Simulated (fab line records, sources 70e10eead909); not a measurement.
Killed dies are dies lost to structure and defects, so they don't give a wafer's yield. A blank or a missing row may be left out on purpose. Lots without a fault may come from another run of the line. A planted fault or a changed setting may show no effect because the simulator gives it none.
fab line records | flow nand_harc
record lots=6 wafers=18 last_day=24
route steps=1159 shown A_STAIRCASE@574 END@1159
lots that met no fault: from a run of the same line without faults
start_h: hours from the record's first day to the start of the lot's first wafer shown | wait_h: hours since the lot's step before | " the same as in the row above | L1.1+2: a row that stands for several wafers | - no value, or no start given | * or withheld: withheld | < > ~ a bound
route shown NAME@n: a module of which the file shows steps, and the number in the route of the first | usual: mean/standard deviation of fault-free wafers | same: alike in all rows | chamber/n: place in a boat | sites: the reading at each site | _std_site: their standard deviation | _edge_site: outer sites' mean less inner sites' | radius_mm: how far each site lies from the wafer's centre | mask NAME#n: copy n | behind: the tool/chamber that last shaped the wafer | hold: why the lot was held/for how many hours/how that ended | device: the transistor (n, p or np) that didn't switch | end of line: the same wafers' tests at the end of the route | a step without rows: its recipe alone | killed: dies lost to structure and defects at the first sort, not the wafer's yield | map: a wafer's dies, x killed, . not, _ none there
set.NAME: the setting as run; set.NAME@STEP: as run at that earlier step | model.NAME: the simulator's own value behind a step, which no gauge read
lots at some steps of the route; a table a step, a row a wafer
services: from which hour (start_h, from the record's first day; less than 0 if before it) a tool's chamber was out of use, for how many hours, and why
## steps
# step NHARC_A_STAIRCASE_EBR_180
# step NHARC_A_STAIRCASE_EXPOSE_181
# recipe na=0.5 dose_mj=27.87 mask_id=STAIR_2
# step NHARC_A_STAIRCASE_PEB_182
# recipe peb_temp_c=115 peb_time_s=130
# step NHARC_A_STAIRCASE_DEVELOP_183
# recipe time_s=140
# step NHARC_A_STAIRCASE_HARDBAKE_185
# recipe temp_c=120 time_s=140
# step NHARC_A_STAIRCASE_DESCUM_186
# recipe time_s=3 o2_flow_sccm=200 ar_flow_sccm=0 bias_power_w=0 chemistry=O2
# usual drypump_motor_current_A=5.6/0.51 mfc_ar_sccm=0.008/0.013 oes_product_au=0.999/0.008 rf_vpp_V=57.8/0.84 showerhead_plenum_p_Torr=1.90/0.092 throttle_valve_pct=11.311/0.0098
# same bias_power_w=0
# columns lot.wafer tool chamber start_h wait_h drypump_motor_current_A mfc_ar_sccm oes_product_au rf_hours_counter_h rf_vpp_V showerhead_plenum_p_Torr throttle_valve_pct
L633.2 rie_diel-11 2 250.63 - 4.8 0 0.998 24 57.3 2.01 11.312
L633.4 " 0 " " 5.1 0.034 1.007 24 57.0 1.78 11.293
L633.5 " 3 " " 5.9 0 1.000 - 59.4 2.05 11.311
L640.1 rie_diel-12 2 297.62 - 5.8 0.010 1.004 27 57.9 1.91 11.307
L640.2 " 0 " " 5.7 0 1.008 27 57.5 1.91 11.311
L640.5 " 2 " " 5.7 0.010 0.993 - 57.7 1.91 11.316
L645.1 rie_diel-12 1 319.33 - 5.0 0.034 0.986 33 56.6 1.81 11.322
L645.4 " 0 " " 5.7 0 0.998 35 57.9 1.91 11.319
L645.6 " 2 " " 5.7 0.010 0.994 - 57.6 1.91 11.301
L642.1 rie_diel-12 1 328.22 - 5.0 0.034 0.987 37 58.1 1.81 11.301
L642.5 " 2 " " 5.8 0.010 0.991 - 56.1 1.91 11.300
L642.6 " 3 " " 5.9 0 0.984 - 57.9 1.98 11.323
L649.3 rie_diel-11 0 351.26 - 5.1 0.034 1.008 61 57.0 1.77 11.318
L649.1 " 1 " " 6.4 0 1.004 64 57.8 1.81 11.293
L649.2 " 2 " " 4.8 0 1.009 61 57.5 2.00 11.300
L655.4 rie_diel-12 3 377.73 - 6.0 0 0.995 59 59.3 1.98 11.297
L655.1 " 2 " " 5.8 0.010 0.998 59 57.1 1.90 11.291
L655.5 " 0 " " 5.7 0 0.997 - 57.2 1.90 11.298
# step NHARC_A_STAIRCASE_TRIM_187
# recipe time_s=211.2 o2_flow_sccm=500 ar_flow_sccm=0 bias_w=0 chemistry=O2
# step NHARC_A_STAIRCASE_ETCH_188
# recipe target_depth_a=1000 time_s=40.5 ion_energy_ev=400 c4f8_flow_sccm=20 o2_flow_sccm=10 ar_flow_sccm=withheld rf_w=600 bias_w=1000 chemistry=C4F8/O2
# usual oes_product_au=0.939/0.013 rf_vpp_V=895/5.8 run_length_s=61.7/0.44
# columns lot.wafer tool chamber start_h wait_h oes_product_au rf_hours_counter_h rf_vpp_V run_length_s
L633.2 rie_diel-11 2 - - 0.939 24 901 61.0
L633.4 " 3 " " 0.921 26 905 62.7
L633.5 " 3 " " 0.932 - 905 62.5
L640.2 rie_diel-12 1 - - 0.948 26 890 61.9
L640.1 " 0 " " 0.967 27 896 61.3
L640.5 " 1 " " 0.947 - 889 62.1
L645.4 rie_diel-12 2 - - 0.949 33 896 61.3
L645.1 " 3 " " 0.958 36 900 61.5
L645.6 " 1 " " 0.932 - 889 61.9
L642.1 rie_diel-12 3 - - 0.954 39 900 62.1
L642.5 " 3 " " 0.951 - 900 61.7
L642.6 " 0 " " 0.962 - 896 61.5
L649.3 rie_diel-11 3 - - 0.929 59 902 62.4
L649.1 " 0 " " 0.923 61 886 61.3
L649.2 " 1 " " 0.926 64 890 61.6
L655.4 rie_diel-12 2 - - 0.954 59 895 61.5
L655.1 " 1 " " 0.945 57 889 62.2
L655.5 " 2 " " 0.952 - 896 61.4
# step NHARC_A_STAIRCASE_TRIM_189
# recipe time_s=211.2 o2_flow_sccm=500 ar_flow_sccm=0 bias_w=0 chemistry=O2
# usual drypump_motor_current_A=5.6/0.51 mfc_ar_sccm=0.008/0.013 oes_product_au=1.001/0.0077 rf_vpp_V=57.6/0.91 showerhead_plenum_p_Torr=3.50/0.16 throttle_valve_pct=17.036/0.0087
# columns lot.wafer tool chamber start_h wait_h drypump_motor_current_A mfc_ar_sccm oes_product_au rf_hours_counter_h rf_vpp_V showerhead_plenum_p_Torr throttle_valve_pct
L633.4 rie_diel-11 0 - - 5.1 0.034 1.011 24 57.4 3.31 17.029
L633.2 " 2 " " 4.8 0 1.001 24 57.6 3.70 17.034
L633.5 " 3 " " 5.9 0 1.003 - 60.8 3.76 17.026
L640.1 rie_diel-12 0 - - 5.8 0 1.001 27 56.8 3.52 17.043
L640.2 " 2 " " 5.8 0.010 0.992 27 56.3 3.52 17.029
L640.5 " 1 " " 5.0 0.034 0.990 - 57.4 3.36 17.021
L645.4 rie_diel-12 1 - - 5.0 0.034 0.983 33 58.0 3.36 17.039
L645.1 " 0 " " 5.7 0 1.006 35 59.8 3.51 17.029
L645.6 " 1 " " 5.0 0.034 0.986 - 56.4 3.36 17.052
L642.1 rie_diel-12 3 - - 5.9 0 0.992 39 58.5 3.65 17.045
L642.5 " 1 " " 5.0 0.034 0.984 - 57.7 3.35 17.016
L642.6 " 2 " " 5.8 0.010 0.999 - 58.1 3.52 17.043
L649.1 rie_diel-11 0 - - 5.1 0.034 1.008 61 57.6 3.29 17.027
L649.3 " 2 " " 4.8 0 0.997 61 59.2 3.68 17.041
L649.2 " 3 " " 5.9 0 1.013 59 58.3 3.74 17.039
L655.4 rie_diel-12 3 - - 6.0 0 1.009 59 57.2 3.64 17.045
L655.1 " 0 " " 5.8 0 1.013 58 56.8 3.50 17.033
L655.5 " 3 " " 6.0 0 0.990 - 58.0 3.64 17.034
# step NHARC_A_STAIRCASE_ETCH_190
# recipe target_depth_a=1000 time_s=40.5 ion_energy_ev=400 c4f8_flow_sccm=20 o2_flow_sccm=10 ar_flow_sccm=withheld rf_w=600 bias_w=1000 chemistry=C4F8/O2
# usual oes_product_au=0.940/0.01 rf_vpp_V=894/5.7 run_length_s=61.8/0.4
# columns lot.wafer tool chamber start_h wait_h oes_product_au rf_hours_counter_h rf_vpp_V run_length_s
L633.2 rie_diel-11 2 - - 0.953 24 901 61.6
L633.4 " 3 " " 0.939 26 904 62.9
L633.5 " 0 " " 0.928 - 887 61.5
L640.2 rie_diel-12 3 - - 0.945 28 899 61.8
L640.1 " 2 " " 0.950 28 897 61.8
L640.5 " 0 " " 0.932 - 896 61.8
L645.4 rie_diel-12 1 - - 0.932 33 889 61.8
L645.1 " 2 " " 0.943 34 897 61.7
L645.6 " 3 " " 0.951 - 901 61.6
L642.1 rie_diel-12 2 - - 0.936 38 898 61.4
L642.5 " 2 " " 0.931 - 895 61.3
L642.6 " 3 " " 0.945 - 899 62.0
L649.1 rie_diel-11 3 - - 0.935 60 902 62.2
L649.2 " 1 " " 0.953 64 889 61.4
L649.3 " 2 " " 0.948 61 901 60.9
L655.1 rie_diel-12 1 - - 0.926 57 890 61.9
L655.4 " 2 " " 0.926 59 895 61.4
L655.5 " 2 " " 0.935 - 897 61.5
# step NHARC_A_STAIRCASE_TRIM_191
# recipe time_s=211.2 o2_flow_sccm=500 ar_flow_sccm=0 bias_w=0 chemistry=O2
# step NHARC_A_STAIRCASE_ETCH_192
# recipe target_depth_a=1000 time_s=40.5 ion_energy_ev=400 c4f8_flow_sccm=20 o2_flow_sccm=10 ar_flow_sccm=withheld rf_w=600 bias_w=1000 chemistry=C4F8/O2
# usual oes_product_au=0.942/0.01 rf_vpp_V=895/5.8 run_length_s=61.8/0.44
# columns lot.wafer tool chamber start_h wait_h oes_product_au rf_hours_counter_h rf_vpp_V run_length_s
L633.2 rie_diel-11 0 251.91 - 0.946 25 889 61.4
L633.4 " 1 " " 0.944 25 889 61.4
L633.5 " 3 " " 0.938 - 904 62.3
L640.2 rie_diel-12 3 298.32 - 0.956 29 900 61.5
L640.1 " 1 " " 0.943 26 889 61.7
L640.5 " 0 " " 0.953 - 895 61.3
L645.4 rie_diel-12 3 320.03 - 0.941 36 900 61.8
L645.1 " 2 " " 0.931 34 895 48.4
L645.6 " 0 " " 0.962 - 897 48.5
L642.1 rie_diel-12 1 329.14 - 0.921 38 890 49.2
L642.5 " 1 " " 0.917 - 889 62.3
L642.6 " 2 " " 0.919 - 897 48.6
L649.1 rie_diel-11 0 352.18 - 0.941 61 889 61.5
L649.2 " 1 " " 0.960 65 890 61.4
L649.3 " 3 " " 0.956 60 904 62.6
L655.1 rie_diel-04 1 379.98 - 0.932 27 891 62.9
L655.4 " 2 " " 0.938 32 893 61.5
L655.5 " 0 " " 0.928 - 889 61.7
# step NHARC_A_STAIRCASE_TRIM_193
# recipe time_s=211.2 o2_flow_sccm=500 ar_flow_sccm=0 bias_w=0 chemistry=O2
# usual drypump_motor_current_A=5.6/0.52 mfc_ar_sccm=0.008/0.013 oes_product_au=1.002/0.0079 rf_vpp_V=57.8/0.89 showerhead_plenum_p_Torr=3.51/0.16 throttle_valve_pct=17.035/0.0098
# columns lot.wafer tool chamber start_h wait_h drypump_motor_current_A mfc_ar_sccm oes_product_au rf_hours_counter_h rf_vpp_V showerhead_plenum_p_Torr throttle_valve_pct
L633.4 rie_diel-11 3 - - 5.9 0 1.004 26 57.5 3.76 17.028
L633.2 " 1 " " 6.4 0 0.989 25 56.8 3.37 17.043
L633.5 " 3 " " 6.0 0 0.993 - 56.8 3.76 17.033
L640.1 rie_diel-12 3 - - 5.9 0 0.992 29 57.5 3.65 17.042
L640.2 " 1 " " 5.0 0.034 1.000 26 57.7 3.36 17.051
L640.5 " 3 " " 6.0 0 0.997 - 57.8 3.65 17.048
L645.1 rie_diel-12 3 - - 6.0 0 0.990 36 58.6 3.65 17.027
L645.4 " 0 " " 5.8 0 0.996 35 57.8 3.51 17.031
L645.6 " 3 " " 6.0 0 0.996 - 58.5 3.65 17.048
L642.1 rie_diel-12 3 - - 6.0 0 0.990 40 59.7 3.65 17.042
L642.5 " 1 " " 5.0 0.034 0.990 - 56.7 3.35 17.029
L642.6 " 2 " " 5.8 0.010 1.009 - 57.1 3.52 17.021
L649.2 rie_diel-11 1 - - 6.4 0 1.001 65 57.0 3.35 17.028
L649.1 " 3 " " 5.9 0 1.001 60 59.5 3.74 17.019
L649.3 " 0 " " 5.1 0.034 0.999 61 57.5 3.29 17.029
L655.1 rie_diel-11 1 380.07 - 6.4 0 1.003 1 57.8 3.34 17.020
L655.4 " 1 " " 6.4 0 1.004 - 58.8 3.34 17.028
L655.5 " 0 " " 5.1 0.034 0.998 - 58.7 3.81 17.031
# step NHARC_END_SORT_01
# recipe temp_c=25
# usual killed_at_array=29/11 killed_at_other=0.6/0.92 killed_at_periphery=3.2/2 killed_dies=33/11 killed_open=3.2/2 killed_short=1.9/1.5
# same gross_dies=677
# columns lot.wafer tool chamber start_h wait_h killed_at_array killed_at_other killed_at_periphery killed_dies killed_open killed_short
L645.1 prober-01 0 510.84 2.5 670 0 7 677 3 4
L645.6 prober-01 0 514.75 3.9 669 0 8 677 5 4
L642.1 prober-01 0 519.44 2.5 675 0 2 677 0 1
L642.6 prober-01 0 523.35 3.9 673 0 4 677 5 1
# killed by level:class
L645.1 A_STAIRCASE:area_etch=629 A_CHANNEL_HOLE_D1:chamber_film_flake=18 A_SLIT:chamber_film_flake=10 P_ZERO_WELL:chamber_film_flake=4 A_STAIRCASE:chamber_film_flake=3 A_CONTACT:chamber_film_flake=3 P_GATE:geometric_particle:open=1 P_CONTACT:geometric_particle:short=1
L645.6 A_STAIRCASE:area_etch=635 A_CHANNEL_HOLE_D1:chamber_film_flake=16 A_SLIT:chamber_film_flake=8 A_CONTACT:chamber_film_flake=5 P_ZERO_WELL:chamber_film_flake=2 P_GATE:geometric_particle:short=1 P_GATE:geometric_particle:open=1 P_CONTACT:geometric_particle:short=1
L642.1 A_STAIRCASE:area_etch=644 A_SLIT:chamber_film_flake=18 A_CHANNEL_HOLE_D1:chamber_film_flake=6 A_ZERO_WELL:chamber_film_flake=2 A_WL_FILL:chamber_film_flake=2 A_CONTACT:chamber_film_flake=2 A_CHANNEL_FILL_D1:geometric_particle:short=1 P_ZERO_WELL:chamber_film_flake=1
L642.6 A_STAIRCASE:area_etch=651 A_SLIT:chamber_film_flake=7 A_STAIRCASE:chamber_film_flake=4 A_CONTACT:geometric_particle:open=3 A_CONTACT:chamber_film_flake=3 P_ZERO_WELL:chamber_film_flake=2 A_CHANNEL_HOLE_D1:chamber_film_flake=2 P_CONTACT:geometric_particle:open=1
# map L642.1 (x killed, . not)
____________x____________
_________xxxxxxx_________
_______xxxxxxxxxxx_______
______xxxxxxxxxxxxx______
_____xxxxxxxxxxxxxxx_____
____xxxxxxxxxxxxxxxxx____
____xxxxxxxxxxxxxxxxx____
___xxxxxxxxxxxxxxxxxxx___
___xxxxxxxxxxxxxxxxxxx___
__xxxxxxxxxxxxxxxxxxxxx__
__xxxxxxxxxxxxxxxxxxxxx__
_xxxxxxxxxxxxxxxxxxxxxxx_
_xxxxxxxxxxxxxxxxxxxxxxx_
_xxxxxxxxxxxxxxxxxxxxxxx_
_xxxxxxxxxxxxxxxxxxxxxxx_
_xxxxxxxxxxxxxxxxxxxxxxx_
xxxxxxxxxxxxxxxxxxxxxxxxx
xxxxxxxxxxxxxxxxxxxxxxxxx
xxxxxxxxxxxxxxxxxxxxxxxxx
xxxxxxxxxxxxxxxxxxxxxxxxx
xxxxxxxxxxxxxxxxxxxxxxxxx
_xxxxxxxxxxxxxxxxxxxxxxx_
_xxxxxxxxxxxxxxxxxxxxxxx_
_xxxxxxxxxxxxxxxxxxxxxxx_
_xxxxxxxxxxxxxxxxxxxxxxx_
_xxxxxxxxxxxxxxxxxxxxxxx_
__xxxxxxxxxxxxxxxxxxxxx__
__xxxxxxxxxxxxxxxxxxxxx__
___xxxxxxxxxxxxxxxxxxx___
___xxxxxxxxxxxxxxxxxxx___
____xxxxxxxxxxxxxxxxx____
____xxxxxxxxxxxxxxxxx____
_____xxxxxxxxxxxxxxx_____
______xxxxxxxxxxxxx______
_______xxxxxxxxxxx_______
_________xxxxxxx_________
____________x____________
# map L645.1 (x killed, . not)
____________x____________
_________xxxxxxx_________
_______xxxxxxxxxxx_______
______xxxxxxxxxxxxx______
_____xxxxxxxxxxxxxxx_____
____xxxxxxxxxxxxxxxxx____
____xxxxxxxxxxxxxxxxx____
___xxxxxxxxxxxxxxxxxxx___
___xxxxxxxxxxxxxxxxxxx___
__xxxxxxxxxxxxxxxxxxxxx__
__xxxxxxxxxxxxxxxxxxxxx__
_xxxxxxxxxxxxxxxxxxxxxxx_
_xxxxxxxxxxxxxxxxxxxxxxx_
_xxxxxxxxxxxxxxxxxxxxxxx_
_xxxxxxxxxxxxxxxxxxxxxxx_
_xxxxxxxxxxxxxxxxxxxxxxx_
xxxxxxxxxxxxxxxxxxxxxxxxx
xxxxxxxxxxxxxxxxxxxxxxxxx
xxxxxxxxxxxxxxxxxxxxxxxxx
xxxxxxxxxxxxxxxxxxxxxxxxx
xxxxxxxxxxxxxxxxxxxxxxxxx
_xxxxxxxxxxxxxxxxxxxxxxx_
_xxxxxxxxxxxxxxxxxxxxxxx_
_xxxxxxxxxxxxxxxxxxxxxxx_
_xxxxxxxxxxxxxxxxxxxxxxx_
_xxxxxxxxxxxxxxxxxxxxxxx_
__xxxxxxxxxxxxxxxxxxxxx__
__xxxxxxxxxxxxxxxxxxxxx__
___xxxxxxxxxxxxxxxxxxx___
___xxxxxxxxxxxxxxxxxxx___
____xxxxxxxxxxxxxxxxx____
____xxxxxxxxxxxxxxxxx____
_____xxxxxxxxxxxxxxx_____
______xxxxxxxxxxxxx______
_______xxxxxxxxxxx_______
_________xxxxxxx_________
____________x____________
## services
# columns tool chamber start_h hours kind
rie_diel-12 0 236.03 - clean
rie_diel-12 1 236.03 - clean
rie_diel-12 2 236.03 - clean
rie_diel-12 3 236.03 - clean
rie_diel-12 0 260.53 - clean
rie_diel-12 1 260.53 - clean
rie_diel-12 2 260.53 - clean
rie_diel-12 3 260.53 - clean
rie_diel-12 0 285.24 - clean
rie_diel-12 1 285.24 - clean
rie_diel-12 2 285.24 - clean
rie_diel-12 3 285.24 - clean
rie_diel-04 - 288.90 9.0 pm
rie_diel-12 0 310.56 - clean
rie_diel-12 1 310.56 - clean
rie_diel-12 2 310.56 - clean
rie_diel-12 3 310.56 - clean
rie_diel-12 0 335.67 - clean
rie_diel-12 1 335.67 - clean
rie_diel-12 2 335.67 - clean
rie_diel-04 2 362.65 7.9 repair
rie_diel-11 2 363.14 3.9 repair
rie_diel-11 - 366.82 9.0 pm
rie_diel-12 - 379.69 9.0 pm
## key
first_sign step=NHARC_A_STAIRCASE_ETCH_192 reading=run_length_s direction=down sigmas=30 usual=* struck=*
effect step=NHARC_END_SORT_01 reading=killed_at_array direction=up sigmas=60 usual=29 struck=672
more_kills_born_at NHARC_A_STAIRCASE_ETCH_192@rie_diel-12=2559
met_at NHARC_A_STAIRCASE_ETCH_192
struck_wafers L642.1,L642.6,L645.1,L645.6
later_rows_left_out L642.1,L642.6,L645.1,L645.6
tester_left_out L642,L645
onset_between 298.32 320.03
fault kind=process_parameter_drift tool=rie_diel-12 chamber=- onset_h=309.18 steps=NHARC_A_STAIRCASE_ETCH_192 channel=time_s offset=* shape=step end_h=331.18 scope=struck_wafers_only acts_in=* stated=*
# tester_left_out: of these lots the tester's yield and bins aren't shown, on N5 and GAA mostly nor the transistor test; their killed dies are dies lost to structure and defects alone, not to doping, threshold or leakage, so they don't give the yield
# later_rows_left_out: the simulator's readings of these wafers behind a module that went badly wrong aren't trusted and aren't shown, but for the sort
